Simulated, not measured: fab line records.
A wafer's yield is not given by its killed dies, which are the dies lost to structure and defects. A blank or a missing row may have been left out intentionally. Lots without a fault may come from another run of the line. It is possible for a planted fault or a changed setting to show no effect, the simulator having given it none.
fab line records -- flow n5Finfet -- part 1 of 2: steps 1 to 20 of 31
[record] lots = 5, wafers = 15, lastDay = 16
route steps=1938 shown SD_EPI_N@264
lots with no fault: from the same line, run without faults
startH: hours from the record's opening day to when the first of the lot's shown wafers began -- waitH: hours since the lot's step before -- " identical to the entry in the row above -- L1.1+2: a row that stands for several wafers -- - no value, or no start was given -- * or withheld: withheld -- < > ~ a bound
route shown NAME@n: names a module that has steps shown in the file, with the first one's number in the route -- usual: mean/standard deviation of fault-free wafers -- same: alike in all rows -- chamber/n: place in a boat -- sites: readings site by site -- _std_site: their standard deviation -- _edge_site: outer sites' mean less inner sites' -- radiusMm: for every site, how far away it sits from the centre of the wafer -- mask NAME#n: copy n -- behind: the tool/chamber that last shaped the wafer -- hold: why the lot went on hold/how many hours it stayed there/how the hold came to an end -- device: transistor that didn't switch, given as n, p or np -- end of line: the same wafers' tests at the end of the route -- a step given without rows: its recipe and nothing more -- killed: at the first sort, the dies lost to defects and structure; wafer yield is something else -- map: per-die view of a wafer (x killed, . not killed, _ where there is no die)
set.NAME: setting as actually run; set.NAME@STEP: the setting as run at that earlier step -- model.NAME: the simulator's own value behind a step, which no gauge read
lots at some steps of the route; a table a step, a row a wafer
services: from which hour (startH, from the record's first day; less than 0 if before it) a tool's chamber was out of use, for how many hours, and why
[[steps]]
[step N5_SD_EPI_N_COAT_03]
[recipe] resist = CAR-ArF-block, spinRpm = 1500, resistThkNm = 150
lot.wafer,tool,chamber,startH,waitH
L076.1+2+5,lithoTrack-04,0,-,-
L077.1+3+5,lithoTrack-03,0,-,-
L081.2+3+6,lithoTrack-03,0,-,-
L085.1+4+5,lithoTrack-01,0,-,-
L095.1+3+6,lithoTrack-04,0,-,-
[step N5_SD_EPI_N_EBR_05]
[recipe] solvent = PGMEA, ebrWidthMm = 1.5
lot.wafer,tool,chamber,startH,waitH
L076.1+2+5,lithoTrack-04,0,-,-
L077.1+3+5,lithoTrack-03,0,-,-
L081.2+3+6,lithoTrack-03,0,-,-
L085.1+4+5,lithoTrack-01,0,-,-
L095.1+3+6,lithoTrack-04,0,-,-
[step N5_SD_EPI_N_SOFTBAKE_04]
[recipe] tempC = 110, timeS = 60, resist = CAR-ArF-block
[usual] plateTempC = 110.00/0.12
lot.wafer,tool,chamber,startH,waitH,plateTempC
L076.1,lithoTrack-04,0,-,-,110.04
L076.2,lithoTrack-04,0,-,-,110.22
L076.5,lithoTrack-04,0,-,-,110.14
L077.1,lithoTrack-03,0,-,-,110.03
L077.3,lithoTrack-03,0,-,-,110.09
L077.5,lithoTrack-03,0,-,-,109.93
L081.2,lithoTrack-03,0,-,-,109.97
L081.3,lithoTrack-03,0,-,-,110.13
L081.6,lithoTrack-03,0,-,-,109.92
L085.1,lithoTrack-01,0,-,-,110.04
L085.4,lithoTrack-01,0,-,-,109.96
L085.5,lithoTrack-01,0,-,-,109.81
L095.1,lithoTrack-04,0,-,-,109.85
L095.3,lithoTrack-04,0,-,-,110.05
L095.6,lithoTrack-04,0,-,-,110.10
[step N5_SD_EPI_N_EXPOSE_06]
[recipe] maskId = SD_N_BLK, na = 1.35, sourceShape = conventional, sigmaOuter = 0.8, polarization = unpolarized, targetCdNm = 120, doseMj = 39.75
lot.wafer,tool,chamber,startH,waitH,mask
L076.1+2+5,arfiScanner-02,0,60.63,-,SD_N_BLK#0
L077.1+3+5,arfiScanner-01,0,68.64,-,SD_N_BLK#0
L081.2+3+6,arfiScanner-02,0,89.33,-,SD_N_BLK#0
L085.1+4+5,arfiScanner-03,0,119.64,-,SD_N_BLK#0
L095.1+3+6,arfiScanner-01,0,177.38,-,SD_N_BLK#0
[step N5_SD_EPI_N_PEB_07]
[recipe] pebTempC = 110, pebTimeS = 60, resist = CAR-ArF-block
[usual] plateTempC = 110.02/0.13
lot.wafer,tool,chamber,startH,waitH,plateTempC
L076.1,lithoTrack-04,0,60.69,0.1,110.04
L076.2,lithoTrack-04,0,60.69,0.1,109.84
L076.5,lithoTrack-04,0,60.69,0.1,109.92
L077.1,lithoTrack-03,0,68.70,0.1,109.97
L077.3,lithoTrack-03,0,68.70,0.1,110.02
L077.5,lithoTrack-03,0,68.70,0.1,110.04
L081.2,lithoTrack-01,0,89.39,0.0,109.96
L081.3,lithoTrack-01,0,89.39,0.0,109.89
L081.6,lithoTrack-01,0,89.39,0.0,110.04
L085.1,lithoTrack-03,0,119.70,0.1,109.93
L085.4,lithoTrack-03,0,119.70,0.1,109.94
L085.5,lithoTrack-03,0,119.70,0.1,109.99
L095.1,lithoTrack-04,0,177.44,0.1,109.81
L095.3,lithoTrack-04,0,177.44,0.1,109.94
L095.6,lithoTrack-04,0,177.44,0.1,110.12
[step N5_SD_EPI_N_DEVELOP_08]
[recipe] developTimeS = 30, developer = TMAH, resist = CAR-ArF-block, devTempC = 23, rinseLiquid = diw, dry = airSpin
[same] developTimeS = 30
lot.wafer,tool,chamber,startH,waitH
L076.1+2+5,lithoTrack-04,0,-,-
L077.1+3+5,lithoTrack-03,0,-,-
L081.2+3+6,lithoTrack-01,0,-,-
L085.1+4+5,lithoTrack-03,0,-,-
L095.1+3+6,lithoTrack-04,0,-,-
[step N5_SD_EPI_N_CD_MEAS_09]
[recipe] targetCdNm = 120, landingEnergyEv = 500, detector = seInlens
[usual] cdNm = 120.0/0.88
lot.wafer,tool,chamber,startH,waitH,cdNm
L076.1,cdSem-01,0,60.76,-,117.6
L076.2,cdSem-01,0,60.76,-,120.4
L076.5,cdSem-01,0,60.76,-,119.8
L077.1,cdSem-02,0,68.77,-,120.0
L077.3,cdSem-02,0,68.77,-,121.4
L077.5,cdSem-02,0,68.77,-,120.6
L081.2,cdSem-01,0,89.45,-,120.4
L081.3,cdSem-01,0,89.45,-,120.1
L081.6,cdSem-01,0,89.45,-,120.0
L085.1,cdSem-03,0,119.77,-,120.7
L085.4,cdSem-03,0,119.77,-,120.2
L085.5,cdSem-03,0,119.77,-,120.7
L095.1,cdSem-02,0,177.50,-,120.5
L095.3,cdSem-02,0,177.50,-,119.3
L095.6,cdSem-02,0,177.50,-,119.0
[step N5_SD_EPI_N_OVL_MEAS_10]
[recipe] pointsPerWafer = 44
[usual] SD_N_BLK_OVL = 0.2/0.7
[same] pointsPerWafer = 44
lot.wafer,tool,chamber,startH,waitH,SD_N_BLK_OVL[nm]
L076.1,overlay-02,0,60.79,0.0,1.0
L076.2,overlay-02,0,60.79,0.0,0.9
L076.5,overlay-02,0,60.79,0.0,-0.8
L077.1,overlay-01,0,68.80,0.0,0.3
L077.3,overlay-01,0,68.80,0.0,-0.3
L077.5,overlay-01,0,68.80,0.0,-0.5
L081.2,overlay-02,0,89.48,0.0,0.1
L081.3,overlay-02,0,89.48,0.0,-0.1
L081.6,overlay-02,0,89.48,0.0,-0.4
L085.1,overlay-02,0,119.80,0.0,0.3
L085.4,overlay-02,0,119.80,0.0,0.3
L085.5,overlay-02,0,119.80,0.0,0.0
L095.1,overlay-01,0,177.53,0.0,0.3
L095.3,overlay-01,0,177.53,0.0,0.1
L095.6,overlay-01,0,177.53,0.0,0.2
[step N5_SD_EPI_N_INSPECT_11]
[recipe] mode = adi, inspectInstrument = macro
[usual] rawDefectCount = 1.8/1.4
lot.wafer,tool,chamber,startH,waitH,rawDefectCount
L076.1,defectInspect-02,-,60.81,0.0,4
L076.2,defectInspect-02,-,60.81,0.0,1
L076.5,defectInspect-02,-,60.81,0.0,3
L077.1,defectInspect-01,-,68.82,0.0,0
L077.3,defectInspect-01,-,68.82,0.0,0
L077.5,defectInspect-01,-,68.82,0.0,1
L081.2,defectInspect-01,-,89.51,0.0,4
L081.3,defectInspect-01,-,89.51,0.0,1
L081.6,defectInspect-01,-,89.51,0.0,1
L085.1,defectInspect-02,-,119.82,0.0,1
L085.4,defectInspect-02,-,119.82,0.0,2
L085.5,defectInspect-02,-,119.82,0.0,2
L095.1,defectInspect-01,-,177.56,0.0,3
L095.3,defectInspect-01,-,177.56,0.0,1
L095.6,defectInspect-01,-,177.56,0.0,2
[step N5_SD_EPI_N_DESCUM_14]
[recipe] chemistry = O2, timeS = 7.9, sourcePowerW = 50, biasPowerW = 20, pressureMtorr = 20, rfFrequencyHz = 2.712e+07, tempC = 40, resist = CAR-ArF-block, o2FlowSccm = 225
[usual] biasPowerW = 20.00/0.061, drypumpMotorCurrentA = 5.5/0.52, oesProductAu = 0.78/0.1, rfVppV = 243.2/1.1, showerheadPlenumPTorr = 2.10/0.053, throttleValvePct = 20.56/0.23
lot.wafer,tool,chamber,startH,waitH,biasPowerW,drypumpMotorCurrentA,oesProductAu,rfHoursCounterH,rfVppV,showerheadPlenumPTorr,throttleValvePct
L076.1,rieDiel-05,2,60.84,0.0,20.03,4.8,0.78,119,242.2,2.04,20.60
L076.2,rieDiel-05,3,60.84,0.0,19.95,6.1,0.74,154,242.4,2.11,20.62
L076.5,rieDiel-05,2,60.84,0.0,19.97,4.8,0.78,-,242.2,2.04,20.61
L077.1,rieDiel-06,3,68.86,0.0,19.94,4.8,0.73,166,244.7,2.19,20.76
L077.3,rieDiel-06,2,68.86,0.0,19.87,4.7,0.70,211,243.8,2.09,20.84
L077.5,rieDiel-06,2,68.86,0.0,20.00,4.7,0.69,-,243.7,2.09,20.86
L081.2,rieDiel-05,1,89.54,0.0,19.98,5.1,0.96,1,242.9,2.14,20.24
L081.3,rieDiel-05,2,89.54,0.0,19.97,4.8,0.76,131,240.9,2.03,20.61
L081.6,rieDiel-05,3,89.54,0.0,20.09,6.1,0.72,-,243.4,2.10,20.66
L085.1,rieDiel-03,2,120.03,0.2,19.99,5.8,0.95,12,243.3,2.16,20.35
L085.4,rieDiel-03,3,120.03,0.2,20.01,5.5,0.73,-,244.1,2.17,20.75
L085.5,rieDiel-03,1,120.03,0.2,20.07,5.9,0.67,-,243.7,2.06,20.83
L095.1,rieDiel-05,2,177.68,0.1,19.98,4.8,0.74,167,240.9,2.02,20.66
L095.3,rieDiel-05,3,177.68,0.1,20.02,6.1,0.71,198,244.7,2.09,20.71
L095.6,rieDiel-05,0,177.68,0.1,20.02,5.9,0.87,-,241.9,2.02,20.35
[step N5_SD_EPI_N_ETCH_34]
[recipe] chemistry = CF4, target = SiARC, targetDepthA = 455, maskMaterial = CAR-ArF-block, timeS = 75.8, ionEnergyEv = 80, pressureMtorr = 40, sourceW = 545, biasW = 36, Ar_flow_sccm = 100, cf4FlowSccm = 100, ends = cleared
[usual] cf4FlowSccm = 100.0/0.31, drypumpMotorCurrentA = 5.5/0.53, etchRfOnTimeS = 76.7/2.9, oesProductAu = 0.67/0.09, rfVppV = 184.0/1, showerheadPlenumPTorr = 2.14/0.049, throttleValvePct = 15.69/0.25
lot.wafer,tool,chamber,startH,waitH,cf4FlowSccm,drypumpMotorCurrentA,etchRfOnTimeS,oesProductAu,rfHoursCounterH,rfVppV,showerheadPlenumPTorr,throttleValvePct
L076.1,rieDiel-05,2,60.88,0.0,99.4,4.8,72.8,0.67,119,182.7,2.06,15.62
L076.2,rieDiel-05,3,60.88,0.0,100.4,6.1,80.2,0.62,154,185.8,2.14,15.74
L076.5,rieDiel-05,2,60.88,0.0,100.0,4.8,72.9,0.67,-,183.0,2.06,15.59
L077.1,rieDiel-06,3,68.89,0.0,100.6,4.8,79.9,0.61,166,184.5,2.23,15.80
L077.3,rieDiel-06,2,68.89,0.0,99.7,4.7,76.8,0.59,211,183.8,2.12,15.92
L077.5,rieDiel-06,2,68.89,0.0,99.4,4.7,76.2,0.59,-,183.8,2.12,15.92
L081.2,rieDiel-05,1,89.58,0.0,99.9,5.1,77.6,0.80,1,184.4,2.18,15.31
L081.3,rieDiel-05,2,89.58,0.0,100.5,4.8,72.7,0.67,131,183.4,2.06,15.63
L081.6,rieDiel-05,3,89.58,0.0,99.6,6.1,81.0,0.61,-,183.6,2.14,15.77
L085.1,rieDiel-03,2,120.07,0.0,100.0,5.8,75.5,0.82,12,185.3,2.18,15.19
L085.4,rieDiel-03,3,120.07,0.0,99.4,5.5,76.4,0.61,-,183.7,2.20,15.87
L085.5,rieDiel-03,1,120.07,0.0,100.2,5.9,77.1,0.58,-,183.4,2.09,15.88
L095.1,rieDiel-05,2,177.71,0.0,100.1,4.8,73.5,0.63,167,183.8,2.05,15.70
L095.3,rieDiel-05,3,177.71,0.0,99.8,6.1,81.6,0.58,199,184.3,2.13,15.82
L095.6,rieDiel-05,0,177.71,0.0,100.3,5.8,73.9,0.75,-,181.7,2.10,15.67
[step N5_SD_EPI_N_ETCH_35]
[recipe] chemistry = N2/H2, target = SOC, overetchA = 1080, maskMaterial = SiARC, tempC = 40, ionEnergyEv = 100, sourceW = 3000, biasW = 133, pressureMtorr = 20, timeS = 486, n2FlowSccm = 200, h2FlowSccm = 200
[usual] drypumpMotorCurrentA = 5.5/0.52, oesProductAu = 0.70/0.086, rfVppV = 240.7/1.1, showerheadPlenumPTorr = 2.53/0.073, throttleValvePct = 23.91/0.29
lot.wafer,tool,chamber,startH,waitH,drypumpMotorCurrentA,oesProductAu,rfHoursCounterH,rfVppV,showerheadPlenumPTorr,throttleValvePct
L076.1,rieDiel-05,2,60.94,0.0,4.8,0.69,119,240.4,2.43,23.80
L076.2,rieDiel-05,3,60.94,0.0,6.1,0.67,154,240.5,2.55,24.09
L076.5,rieDiel-05,2,60.94,0.0,4.8,0.69,-,238.9,2.43,23.82
L077.1,rieDiel-06,3,68.95,0.0,4.8,0.65,166,242.2,2.64,23.84
L077.3,rieDiel-06,2,68.95,0.0,4.7,0.62,211,241.2,2.50,23.91
L077.5,rieDiel-06,2,68.95,0.0,4.7,0.63,-,239.0,2.50,23.92
L081.2,rieDiel-05,1,89.63,0.0,5.1,0.85,1,241.5,2.60,23.64
L081.3,rieDiel-05,2,89.63,0.0,4.8,0.68,131,238.9,2.42,23.82
L081.6,rieDiel-05,3,89.63,0.0,6.1,0.66,-,240.6,2.54,24.12
L085.1,rieDiel-03,2,120.12,0.0,5.8,0.85,13,241.2,2.62,24.38
L085.4,rieDiel-03,3,120.12,0.0,5.5,0.64,-,241.7,2.64,24.41
L085.5,rieDiel-03,1,120.12,0.0,5.9,0.62,-,240.4,2.48,24.07
L095.1,rieDiel-05,2,177.77,0.0,4.8,0.65,167,240.3,2.41,23.87
L095.3,rieDiel-05,3,177.77,0.0,6.1,0.64,199,241.4,2.53,24.17
L095.6,rieDiel-05,0,177.77,0.0,5.9,0.78,-,240.7,2.46,23.44
[step N5_SD_EPI_N_STRIP_36]
[recipe] chemistry = N2/H2, tempC = 40, n2FlowSccm = 200, h2FlowSccm = 200, rfFrequencyHz = 6e+07
lot.wafer,tool,chamber,startH,waitH
L076.1+2+5,rieDiel-05,"2,3,2",61.25,0.2
L077.1+3+5,rieDiel-06,"3,2,2",69.26,0.2
L081.2+3+6,rieDiel-05,"1,2,3",89.95,0.2
L085.1+4+5,rieDiel-03,"2,3,1",120.44,0.2
L095.1+3+6,rieDiel-05,"2,3,0",178.76,0.8
[step N5_SD_EPI_N_ETCHBACK_44]
[recipe] chemistry = CH3F/O2, mode = anisotropicEtchback, target = SiNx, targetDepthA = 145, stopOn = SiO2, overEtchFrac = 0.3, ionEnergyEv = 120, pressureMtorr = 30, sourceW = 395, biasW = 73, Ar_flow_sccm = 150, CH3F_flow_sccm = 30, O2_flow_sccm = 20
[usual] drypumpMotorCurrentA = 5.5/0.52, oesProductAu = 0.67/0.082, rfVppV = 295/7.2, showerheadPlenumPTorr = 2.00/0.051, throttleValvePct = 16.43/0.22
lot.wafer,tool,chamber,startH,waitH,drypumpMotorCurrentA,oesProductAu,rfHoursCounterH,rfVppV,showerheadPlenumPTorr,throttleValvePct
L076.1,rieDiel-05,2,61.26,0.0,4.8,0.66,119,283,1.93,16.40
L076.2,rieDiel-05,3,61.26,0.0,6.1,0.65,154,295,2.00,16.44
L076.5,rieDiel-05,2,61.26,0.0,4.8,0.66,-,283,1.93,16.39
L077.1,rieDiel-06,3,69.27,0.0,4.8,0.62,166,294,2.10,16.67
L077.3,rieDiel-06,2,69.27,0.0,4.7,0.59,211,290,1.97,16.56
L077.5,rieDiel-06,2,69.27,0.0,4.7,0.60,-,290,1.97,16.56
L081.2,rieDiel-05,1,89.96,0.0,5.1,0.80,1,306,2.04,16.07
L081.3,rieDiel-05,2,89.96,0.0,4.8,0.65,131,283,1.93,16.41
L081.6,rieDiel-05,3,89.96,0.0,6.1,0.63,-,296,1.99,16.47
L085.1,rieDiel-03,2,120.45,0.0,5.8,0.81,13,304,2.05,16.02
L085.4,rieDiel-03,3,120.45,0.0,5.5,0.61,-,304,2.04,16.51
L085.5,rieDiel-03,1,120.45,0.0,5.9,0.58,-,296,1.95,16.60
L095.1,rieDiel-05,2,178.77,0.0,4.8,0.63,167,282,1.91,16.48
L095.3,rieDiel-05,3,178.77,0.0,6.1,0.61,199,295,1.98,16.52
L095.6,rieDiel-05,0,178.77,0.0,5.9,0.74,-,294,1.96,16.41
[step N5_SD_EPI_N_ETCH_45]
[recipe] chemistry = CH3F/O2, target = SiOCN, targetDepthA = 60, maskMaterial = SOC, ionEnergyEv = 60, biasW = 29, pressureMtorr = 15, sourceW = 410, Ar_flow_sccm = 150, CH3F_flow_sccm = 30, O2_flow_sccm = 20
[usual] drypumpMotorCurrentA = 5.5/0.53, oesProductAu = 0.78/0.1, rfVppV = 127.3/0.9, showerheadPlenumPTorr = 1.99/0.051, throttleValvePct = 23.43/0.18
lot.wafer,tool,chamber,startH,waitH,drypumpMotorCurrentA,oesProductAu,rfHoursCounterH,rfVppV,showerheadPlenumPTorr,throttleValvePct
L076.1,rieDiel-05,2,61.36,0.1,4.8,0.78,119,127.7,1.92,23.34
L076.2,rieDiel-05,3,61.36,0.1,6.1,0.74,154,127.8,1.99,23.38
L076.5,rieDiel-05,2,61.36,0.1,4.9,0.78,-,125.7,1.92,23.35
L077.1,rieDiel-06,3,69.37,0.1,4.8,0.71,166,127.4,2.10,23.74
L077.3,rieDiel-06,2,69.37,0.1,4.7,0.69,211,129.0,1.96,23.52
L077.5,rieDiel-06,2,69.37,0.1,4.7,0.69,-,128.1,1.96,23.52
L081.2,rieDiel-05,1,90.06,0.1,5.1,0.95,1,128.2,2.04,23.16
L081.3,rieDiel-05,2,90.06,0.1,4.8,0.77,131,126.0,1.92,23.36
L081.6,rieDiel-05,3,90.06,0.1,6.1,0.72,-,126.8,1.99,23.40
L085.1,rieDiel-03,2,120.55,0.1,5.8,0.96,13,129.4,2.04,23.19
L085.4,rieDiel-03,3,120.55,0.1,5.5,0.72,-,126.6,2.03,23.41
L085.5,rieDiel-03,1,120.55,0.1,5.9,0.68,-,126.8,1.94,23.55
L095.1,rieDiel-05,2,178.87,0.1,4.8,0.73,167,126.9,1.91,23.42
L095.3,rieDiel-05,3,178.87,0.1,6.1,0.70,199,127.3,1.98,23.43
L095.6,rieDiel-05,0,178.87,0.1,5.9,0.87,-,126.6,1.95,23.43
[step N5_SD_EPI_N_ETCH_16]
[recipe] chemistry = CHF3/O2, target = SiO2, targetDepthA = 50, maskMaterial = SOC, pressureMtorr = 30, sourceW = 650, biasW = 170, Ar_flow_sccm = 200, CHF3_flow_sccm = 50, O2_flow_sccm = 5, ionEnergyEv = 200
[usual] drypumpMotorCurrentA = 5.5/0.53, oesProductAu = 0.78/0.1, rfVppV = 520/13, showerheadPlenumPTorr = 2.40/0.058, throttleValvePct = 18.98/0.21
lot.wafer,tool,chamber,startH,waitH,drypumpMotorCurrentA,oesProductAu,rfHoursCounterH,rfVppV,showerheadPlenumPTorr,throttleValvePct
L076.1,rieDiel-05,2,61.46,0.1,4.8,0.78,119,499,2.32,18.94
L076.2,rieDiel-05,3,61.46,0.1,6.1,0.73,154,520,2.41,18.99
L076.5,rieDiel-05,2,61.46,0.1,4.8,0.78,-,500,2.32,18.93
L077.1,rieDiel-06,3,69.47,0.1,4.8,0.71,166,517,2.53,19.20
L077.3,rieDiel-06,2,69.47,0.1,4.7,0.70,211,511,2.37,19.10
L077.5,rieDiel-06,2,69.47,0.1,4.7,0.69,-,510,2.37,19.09
L081.2,rieDiel-05,1,90.16,0.1,5.0,0.96,1,541,2.45,18.61
L081.3,rieDiel-05,2,90.16,0.1,4.9,0.76,131,497,2.32,18.94
L081.6,rieDiel-05,3,90.16,0.1,6.1,0.71,-,520,2.40,19.00
L085.1,rieDiel-03,2,120.65,0.1,5.8,0.96,13,536,2.46,18.63
L085.4,rieDiel-03,3,120.65,0.1,5.5,0.72,-,535,2.45,19.00
L085.5,rieDiel-03,1,120.65,0.1,5.9,0.67,-,523,2.36,19.16
L095.1,rieDiel-05,2,178.97,0.1,4.8,0.74,167,497,2.31,19.00
L095.3,rieDiel-05,3,178.97,0.1,6.1,0.68,199,522,2.39,19.06
L095.6,rieDiel-05,0,178.97,0.1,5.9,0.87,-,518,2.36,18.97
[step N5_SD_EPI_N_STRIP_47]
[recipe] chemistry = CHF3/O2, resist = SiARC, rfFrequencyHz = 6e+07
lot.wafer,tool,chamber,startH,waitH
L076.1+2+5,rieDiel-05,"2,3,2",61.50,0.0
L077.1+3+5,rieDiel-06,"3,2,2",69.51,0.0
L081.2+3+6,rieDiel-05,"1,2,3",90.20,0.0
L085.1+4+5,rieDiel-03,"2,3,1",120.69,0.0
L095.1+3+6,rieDiel-05,"2,3,0",179.01,0.0
[step N5_SD_EPI_N_SD_RECESS_17]
[recipe] chemistry = HBr/Cl2/O2, targetDepthA = 410, maskMaterial = SOC, timeS = 23.7, btTimeS = 3, pressureMtorr = 10, icpW = 800, biasW = 112, HBr_flow_sccm = 150, Cl2_flow_sccm = 80, O2_flow_sccm = 12
[usual] drypumpMotorCurrentA = 5.7/0.44, oesProductAu = 0.999/0.011, throttleValvePct = 37.0/0.43
lot.wafer,tool,chamber,startH,waitH,drypumpMotorCurrentA,oesProductAu,rfHoursCounterH,throttleValvePct
L076.1,rieSi-03,0,61.53,0.0,5.0,0.987,97,37.4
L076.2,rieSi-03,1,61.53,0.0,6.6,0.984,68,37.3
L076.5,rieSi-03,0,61.53,0.0,5.0,0.980,-,37.4
L077.1,rieSi-01,0,69.54,0.0,5.8,1.000,93,37.3
L077.3,rieSi-01,2,69.54,0.0,5.7,0.991,111,37.0
L077.5,rieSi-01,1,69.54,0.0,5.3,1.000,-,36.1
L081.2,rieSi-01,1,90.23,0.0,5.3,1.001,105,36.1
L081.3,rieSi-01,2,90.23,0.0,5.7,0.995,111,37.0
L081.6,rieSi-01,1,90.23,0.0,5.4,1.010,-,36.2
L085.1,rieSi-01,3,120.72,0.0,5.4,0.992,104,37.6
L085.4,rieSi-01,1,120.72,0.0,5.3,1.013,105,36.1
L085.5,rieSi-01,1,120.72,0.0,5.3,0.999,-,36.1
L095.1,rieSi-03,1,179.04,0.0,6.6,0.985,70,37.3
L095.3,rieSi-03,0,179.04,0.0,5.0,0.984,99,37.4
L095.6,rieSi-03,3,179.04,0.0,6.0,1.020,-,36.8
[step N5_SD_EPI_N_STRIP_38]
[recipe] chemistry = N2/H2, powerW = 1000, tempC = 250, h2Frac = 0.65, overashFraction = 0.3, pressureMtorr = withheld, n2FlowSccm = 1750, h2FlowSccm = 3250
[usual] drypumpMotorCurrentA = 5.6/0.44, heaterPowerW = 338/28, oesProductAu = 0.760/0.011
lot.wafer,tool,chamber,startH,waitH,drypumpMotorCurrentA,heaterPowerW,oesProductAu,rfHoursCounterH
L076.1,plasmaAsher-01,0,61.63,0.1,6.2,299,0.776,33
L076.2,plasmaAsher-01,1,61.63,0.1,5.6,369,0.765,33
L076.5,plasmaAsher-01,1,61.63,0.1,5.6,372,0.777,-
L077.1,plasmaAsher-01,0,69.64,0.1,6.1,301,0.763,34
L077.3,plasmaAsher-01,1,69.64,0.1,5.7,369,0.755,-
L077.5,plasmaAsher-01,0,69.64,0.1,6.1,301,0.760,-
L081.2,plasmaAsher-02,1,90.32,0.1,5.5,345,0.764,91
L081.3,plasmaAsher-02,1,90.32,0.1,5.4,356,0.761,-
L081.6,plasmaAsher-02,0,90.32,0.1,4.9,327,0.757,-
L085.1,plasmaAsher-01,0,120.81,0.1,6.1,305,0.755,43
L085.4,plasmaAsher-01,1,120.81,0.1,5.7,369,0.751,-
L085.5,plasmaAsher-01,0,120.81,0.1,6.1,304,0.753,-
L095.1,plasmaAsher-01,0,179.13,0.1,6.2,304,0.757,54
L095.3,plasmaAsher-01,1,179.13,0.1,5.7,373,0.745,-
L095.6,plasmaAsher-01,0,179.13,0.1,6.1,309,0.766,-
[step N5_SD_EPI_N_WET_ETCH_43]
[recipe] chemistry = dHF, dilution = withheld, timeS = 14, target = SiO2, targetDepthA = 15, tempC = 25
lot.wafer,tool,chamber,startH,waitH
L076.1+2+5,wetBench-05,"6,4,3",61.71,-
L077.1+3+5,wetBench-02,"0,2,3",69.75,-
L081.2+3+6,wetBench-03,"4,1,5",90.41,-
L085.1+4+5,wetBench-02,"1,3,0",120.90,-
L095.1+3+6,wetBench-03,"7,0,6",179.22,-
